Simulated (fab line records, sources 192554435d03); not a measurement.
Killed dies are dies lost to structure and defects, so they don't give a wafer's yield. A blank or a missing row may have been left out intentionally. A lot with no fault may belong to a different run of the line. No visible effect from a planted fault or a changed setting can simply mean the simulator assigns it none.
fab line records	flow n5Finfet
[record] lots = 9	wafers = 27	lastDay = 18
route steps=1938 shown STI_FIN_REVEAL@184 BEOL_M4@1111
lots untouched by any fault: they come from a run of this same line in which no faults occurred
startH: the number of hours between the record's first day and the start of the first shown wafer of the lot	waitH: time in hours since the lot's previous step	" identical to the entry in the row above	L1.1+2: one row covering several wafers at once	- no value, or no start given	* or withheld: withheld	< > ~ a bound
route shown NAME@n: NAME is a module with steps in the file, n the number in the route of the first one	usual: mean/standard deviation of fault-free wafers	same: alike in all rows	chamber/n: place in a boat	sites: the reading at each site	_std_site: standard deviation of those values	_edge_site: mean of outer sites minus mean of inner sites	radiusMm: how far each site lies from the wafer's centre	mask NAME#n: copy n	behind: tool/chamber where the wafer was last shaped	hold: what put the lot on hold/how long, in hours/how the hold closed	device: the transistor (n, p or np) that didn't switch	end of line: tests of these same wafers at the route's end	where a step has no rows: the recipe by itself	killed: the dies lost at the first sort to structure and to defects; this is not the yield of the wafer	map: a wafer's dies, marking killed ones x, the rest . and places with no die _
set.NAME: the setting that was run; set.NAME@STEP: the one run at that earlier step	model.NAME: the simulator's own value behind a step, which no gauge read
one table for each step of the route and one row for each wafer, over a sample of lots
services: when a tool's chamber went out of use (startH, in hours from the record's first day, below 0 if earlier), for how many hours, and the reason
[[steps]]
[step N5_STI_FIN_REVEAL_ALD_14]
[recipe] material = Si3N4	targetThkA = 30	tempC = 400	aldPrecursorFamily = SiH2I2	aldCoReactant = N2/H2-plasma	pressureTorr = 2
[usual] chamberPressureTorr = 2.000/0.0044	heaterPowerW = 823/90
lot.wafer	tool	chamber	startH	waitH	chamberPressureTorr	heaterPowerW
L114.1	aldSin-04	3	64.31	0.0	2.009	836
L114.3	"	2	"	"	1.999	770
L114.4	"	0	"	"	1.998	760
L115.1	aldSin-03	3	74.26	0.0	2.004	907
L115.3	"	2	"	"	2.006	635
L115.5	"	1	"	"	2.001	940
L117.1	aldSin-02	0	82.82	0.0	2.005	879
L117.5	"	2	"	"	2.006	825
L117.6	"	3	"	"	1.992	720
L119.1	aldSin-03	2	94.66	0.0	1.996	621
L119.4	"	0	"	"	2.001	734
L119.5	"	0	"	"	1.998	731
L121.3	aldSin-04	2	107.61	0.0	2.002	779
L121.4	"	1	"	"	1.997	854
L121.6	"	1	"	"	1.999	854
L123.1	aldSin-04	1	119.81	0.0	1.999	888
L123.2	"	0	"	"	2.005	757
L123.4	"	2	"	"	1.999	777
L127.2	aldSin-02	3	141.89	0.0	2.000	712
L127.5	"	2	"	"	1.992	849
L127.6	"	3	"	"	2.010	745
L128.1	aldSin-04	0	149.35	0.0	1.996	764
L128.4	"	3	"	"	2.000	864
L128.6	"	3	"	"	2.000	871
L131.1	aldSin-04	0	166.97	0.0	2.001	753
L131.2	"	3	"	"	2.004	873
L131.6	"	2	"	"	1.999	773
[step N5_STI_FIN_REVEAL_DENSIFY_30]
[recipe] tempC = *	timeS = *	ambient = N2	idleTempC = 600	rampUpCPerS = 150	rampDownCPerS = 60	coolToC = 600
[usual] lampPowerPct = 11.54/0.05	lamp_zone_1_pct = 11.527/0.019	lamp_zone_5_pct = 11.535/0.019	wafer_temp_C_max = *
lot.wafer	tool	chamber	startH	waitH	lampPowerPct	lamp_zone_1_pct	lamp_zone_5_pct	wafer_temp_C_max
L114.1	rtpAnneal-02	0	69.67	0.0	11.56	11.536	11.548	*
L114.3	"	0	"	"	11.51	11.540	11.534	*
L114.4	"	0	"	"	11.64	11.543	11.533	*
L115.1	rtpAnneal-02	0	79.62	0.0	11.55	11.498	11.534	*
L115.3	"	0	"	"	11.53	11.556	11.511	*
L115.5	"	0	"	"	11.59	11.533	11.535	*
L117.1	rtpAnneal-02	0	88.18	0.0	11.58	11.557	11.530	*
L117.5	"	0	"	"	11.47	11.540	11.556	*
L117.6	"	0	"	"	11.60	11.522	11.542	*
L119.1	rtpAnneal-01	0	100.06	0.0	11.54	11.511	11.507	*
L119.4	"	0	"	"	11.60	11.524	11.514	*
L119.5	"	0	"	"	11.59	11.542	11.504	*
L121.3	rtpAnneal-02	0	113.06	0.1	11.64	11.531	11.493	*
L121.4	"	0	"	"	11.54	11.505	11.543	*
L121.6	"	0	"	"	11.61	11.496	11.549	*
L123.1	rtpAnneal-02	0	125.17	0.0	11.46	11.513	11.575	*
L123.2	"	0	"	"	11.51	11.561	11.524	*
L123.4	"	0	"	"	11.54	11.529	11.541	*
L127.2	rtpAnneal-02	0	147.50	0.3	11.56	11.531	11.547	*
L127.5	"	0	"	"	11.51	11.514	11.543	*
L127.6	"	0	"	"	11.47	11.500	11.550	*
L128.1	rtpAnneal-02	0	154.97	0.3	11.53	11.552	11.564	*
L128.4	"	0	"	"	11.59	11.498	11.538	*
L128.6	"	0	"	"	11.51	11.510	11.537	*
L131.1	rtpAnneal-02	0	172.33	0.0	11.59	11.503	11.560	*
L131.2	"	0	"	"	11.48	11.546	11.551	*
L131.6	"	0	"	"	11.56	11.505	11.554	*
[step N5_STI_FIN_REVEAL_RECESS_09]
[recipe] chemistry = HF/NH3	target = SiO2	afsCycles = 11	targetDepthA = 425	tempC = 30	sublimationTempC = 180	sublimationTimeS = 60
[usual] drypumpMotorCurrentA = 5.8/0.52
lot.wafer	tool	chamber	startH	waitH	drypumpMotorCurrentA
L114.1	vaporEtch-01	0	70.23	0.1	6.0
L114.3	"	1	"	"	5.0
L114.4	"	0	"	"	6.0
L115.1	vaporEtch-02	0	80.09	0.0	6.3
L115.3	"	0	"	"	6.3
L115.5	"	0	"	"	6.3
L117.1	vaporEtch-02	0	88.65	0.0	6.3
L117.5	"	1	90.06	1.4	6.1
L117.6	"	0	"	"	6.3
L119.1	vaporEtch-02	0	100.52	0.0	6.3
L119.4	"	1	"	"	6.1
L119.5	"	0	"	"	6.3
L121.3	vaporEtch-02	0	114.09	0.7	6.3
L121.4	"	1	"	"	6.1
L121.6	"	0	"	"	6.3
L123.1	vaporEtch-02	0	125.65	0.0	6.3
L123.2	"	1	"	"	6.1
L123.4	"	0	"	"	6.3
L127.2	vaporEtch-01	0	148.10	0.0	6.0
L127.5	"	1	149.16	1.1	5.0
L127.6	"	0	"	"	6.0
L128.1	vaporEtch-01	0	155.43	0.0	6.0
L128.4	"	0	"	"	6.0
L128.6	"	0	"	"	6.0
L131.1	vaporEtch-01	1	172.83	0.0	5.0
L131.2	"	0	"	"	5.9
L131.6	"	0	173.89	1.1	5.9
[step N5_STI_FIN_REVEAL_ETCH_34]
[recipe] chemistry = H2	mode = isotropic	material = Si	target = Si	targetDepthA = 9.7	tempC = 20	pressureMtorr = 4.5	icpW = 300	biasW = 0	h2FlowSccm = 7.5	heFlowSccm = 142.5
[usual] drypumpMotorCurrentA = 5.6/0.61	oesProductAu = 1.003/0.017	throttleValvePct = 25.8/0.31
lot.wafer	tool	chamber	startH	waitH	drypumpMotorCurrentA	oesProductAu	rfHoursCounterH	throttleValvePct
L114.1	rieSi-02	0	72.33	0.2	4.9	0.986	6	26.3
L114.3	"	3	"	"	6.0	1.009	7	26.0
L114.4	"	1	"	"	5.1	1.012	26	25.8
L115.1	rieSi-05	0	82.71	0.2	4.9	1.015	36	25.7
L115.3	"	1	"	"	4.9	1.026	44	26.5
L115.5	"	0	"	"	4.9	1.022	-	25.7
L117.1	rieSi-04	0	91.27	0.2	6.5	0.974	2	25.6
L117.5	"	2	"	"	6.0	0.996	-	25.5
L117.6	"	1	"	"	5.4	1.021	-	25.4
L119.1	rieSi-04	0	102.61	0.2	6.5	0.980	2	25.5
L119.4	"	1	"	"	5.4	1.024	183	25.4
L119.5	"	3	"	"	4.8	1.004	-	26.1
L121.3	rieSi-05	3	115.68	0.1	5.6	1.002	90	26.0
L121.4	"	0	"	"	4.9	1.016	36	25.7
L121.6	"	2	"	"	6.2	1.002	-	25.9
L123.1	rieSi-02	2	127.74	0.2	6.4	1.015	61	25.7
L123.2	"	0	"	"	4.9	0.988	7	26.3
L123.4	"	1	"	"	5.1	1.018	27	25.8
L127.2	rieSi-04	1	150.20	0.1	5.4	1.022	184	25.4
L127.5	"	1	"	"	5.4	1.024	-	25.4
L127.6	"	0	"	"	6.4	0.965	-	25.6
L128.1	rieSi-05	2	157.76	0.2	6.3	0.989	94	25.9
L128.4	"	1	"	"	4.9	1.015	44	26.5
L128.6	"	3	"	"	5.6	1.008	-	26.0
L131.1	rieSi-04	2	174.92	0.2	6.0	0.993	9	25.5
L131.2	"	0	"	"	6.4	0.959	4	25.6
L131.6	"	3	"	"	4.9	0.996	-	26.1
[step N5_STI_FIN_REVEAL_FIN_H_MEAS_10]
[usual] trenchDepthNm = 52.1/0.65
lot.wafer	tool	chamber	startH	waitH	trenchDepthNm
L114.1	ocd-01	-	72.93	0.0	51.6
L114.3	"	-	"	"	51.7
L114.4	"	-	"	"	51.8
L115.1	ocd-02	-	83.33	0.0	52.8
L115.3	"	-	"	"	51.0
L115.5	"	-	"	"	53.1
L117.1	ocd-01	-	91.88	0.0	52.2
L117.5	"	-	"	"	52.0
L117.6	"	-	"	"	52.1
L119.1	ocd-01	-	103.21	0.0	52.7
L119.4	"	-	"	"	52.2
L119.5	"	-	"	"	51.7
L121.3	ocd-02	-	116.30	0.0	46.0
L121.4	"	-	"	"	53.2
L121.6	"	-	"	"	45.9
L123.1	ocd-02	-	128.97	0.0	45.3
L123.2	"	-	"	"	52.0
L123.4	"	-	"	"	45.1
L127.2	ocd-01	-	150.83	0.0	52.4
L127.5	"	-	"	"	51.2
L127.6	"	-	"	"	52.3
L128.1	ocd-02	-	158.38	0.0	53.2
L128.4	"	-	"	"	51.7
L128.6	"	-	"	"	52.7
L131.1	ocd-01	-	175.52	0.0	52.4
L131.2	"	-	"	"	51.7
L131.6	"	-	"	"	51.4
[step N5_BEOL_M4_RC_MEAS_101]
[usual] DIBL_N = 36.0/1.7	DIBL_P = 36.0/2	IOFF_N = 0.156/0.028	IOFF_P = 0.21/0.04	ION_N = 673/12	ION_P = 463/8.3	SS_N = 71.4/0.6	SS_P = 73.3/0.66	VT_N = 250/3	VT_P = -250/3.8
lot.wafer	tool	chamber	startH	waitH	DIBL_N[mV/V]	DIBL_P[mV/V]	IOFF_N[nA/um]	IOFF_P[nA/um]	ION_N[uA/um]	ION_P[uA/um]	SS_N[mV/dec]	SS_P[mV/dec]	VT_N[mV]	VT_P[mV]
L114.1	prober-02	0	203.34	0.0	39.3	39.6	0.205	0.27	676	471	72.0	75.0	248	-247
L114.3	"	0	"	"	36.9	36.2	0.154	0.21	662	456	71.2	74.1	254	-253
L114.4	"	0	"	"	38.1	36.6	0.160	0.21	662	455	71.5	74.0	254	-254
L115.1	prober-01	0	209.48	0.1	36.7	35.6	0.160	0.20	682	462	72.3	72.7	249	-252
L115.3	"	0	"	"	38.2	37.2	0.192	0.23	669	458	71.8	73.3	245	-249
L115.5	"	0	"	"	37.4	36.1	0.167	0.21	680	463	71.4	73.8	247	-249
L117.1	prober-02	0	216.26	0.0	37.0	36.3	0.172	0.20	684	466	72.0	73.8	248	-253
L117.5	"	0	"	"	36.4	35.2	0.160	0.18	684	468	71.0	73.5	248	-253
L117.6	"	0	"	"	36.6	36.0	0.163	0.19	682	461	71.5	73.7	251	-253
L119.1	prober-01	0	236.13	0.0	39.2	38.8	0.220	0.28	699	477	72.1	74.7	243	-247
L119.4	"	0	"	"	32.8	30.8	0.107	0.16	658	465	70.5	72.3	254	-252
L119.5	"	0	"	"	35.6	34.7	0.146	0.21	670	463	71.4	73.2	252	-252
L121.3	prober-01	0	243.23	0.3	36.4	37.6	0.171	0.28	694	480	71.3	73.8	248	-240
L121.4	"	0	"	"	34.0	35.2	0.133	0.25	680	485	70.9	73.3	249	-243
L121.6	"	0	"	"	35.7	37.5	0.155	0.28	688	480	71.4	74.7	248	-244
L123.1	prober-02	0	254.02	0.0	38.0	39.2	0.202	0.22	691	464	72.0	74.4	245	-251
L123.2	"	0	"	"	36.2	36.7	0.174	0.19	681	458	71.3	73.9	248	-252
L123.4	"	0	"	"	33.9	34.5	0.133	0.16	667	457	70.4	73.4	251	-256
L127.2	prober-02	0	289.62	0.2	34.4	34.3	0.118	0.18	667	462	70.8	72.6	256	-251
L127.5	"	0	"	"	35.9	36.0	0.145	0.21	662	456	71.1	73.1	250	-251
L127.6	"	0	"	"	34.5	33.9	0.125	0.18	662	463	71.1	72.5	252	-252
L128.1	prober-01	0	300.79	0.0	38.1	38.5	0.208	0.24	692	468	71.7	73.9	247	-249
L128.4	"	0	"	"	37.2	36.4	0.179	0.20	673	455	71.9	73.5	249	-254
L128.6	"	0	"	"	38.8	38.3	0.202	0.25	686	466	72.1	74.6	246	-250
L131.1	prober-02	0	312.58	0.0	36.8	37.8	0.184	0.23	694	471	71.0	73.2	246	-249
L131.2	"	0	"	"	36.1	37.0	0.167	0.21	684	464	71.1	72.9	248	-251
L131.6	"	0	"	"	36.3	36.7	0.166	0.21	680	459	71.8	73.4	247	-253
[[services]]
tool	chamber	startH	hours	kind
aldSin-04	2	41.38	2.8	repair
aldSin-02	-	47.99	28.1	pm
aldSin-03	3	54.19	3.0	repair
aldSin-03	0	59.67	15.9	repair
aldSin-03	-	61.54	6.1	pm
aldSin-03	3	76.69	9.6	repair
rtpAnneal-01	-	83.86	3.5	pm
rieSi-05	1	85.21	22.8	repair
aldSin-04	1	91.70	3.7	repair
aldSin-03	0	95.77	2.0	repair
vaporEtch-01	-	117.81	0.3	repair
rieSi-05	2	131.94	12.4	repair
aldSin-02	-	139.72	0.6	repair
[[key]]
[firstSign] step = N5_STI_FIN_REVEAL_FIN_H_MEAS_10	reading = trenchDepthNm	direction = down	sigmas = 9.9	usual = 52.1	struck = 45.6
effect none on later readings
metAt N5_STI_FIN_REVEAL_RECESS_09
struckLots L121,L123
struckWafers L121.3,L121.6,L123.1,L123.4
notActingAt N5_STI_FIN_REVEAL_ALD_14,N5_STI_FIN_REVEAL_DENSIFY_30,N5_STI_FIN_REVEAL_ETCH_34
onsetBetween 100.52 114.09
[fault] kind = processParameterDrift	tool = vaporEtch-02	chamber = 0	onsetH = 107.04	steps = N5_STI_FIN_REVEAL_RECESS_09	channel = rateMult	offset = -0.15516	shape = step	endH = 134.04
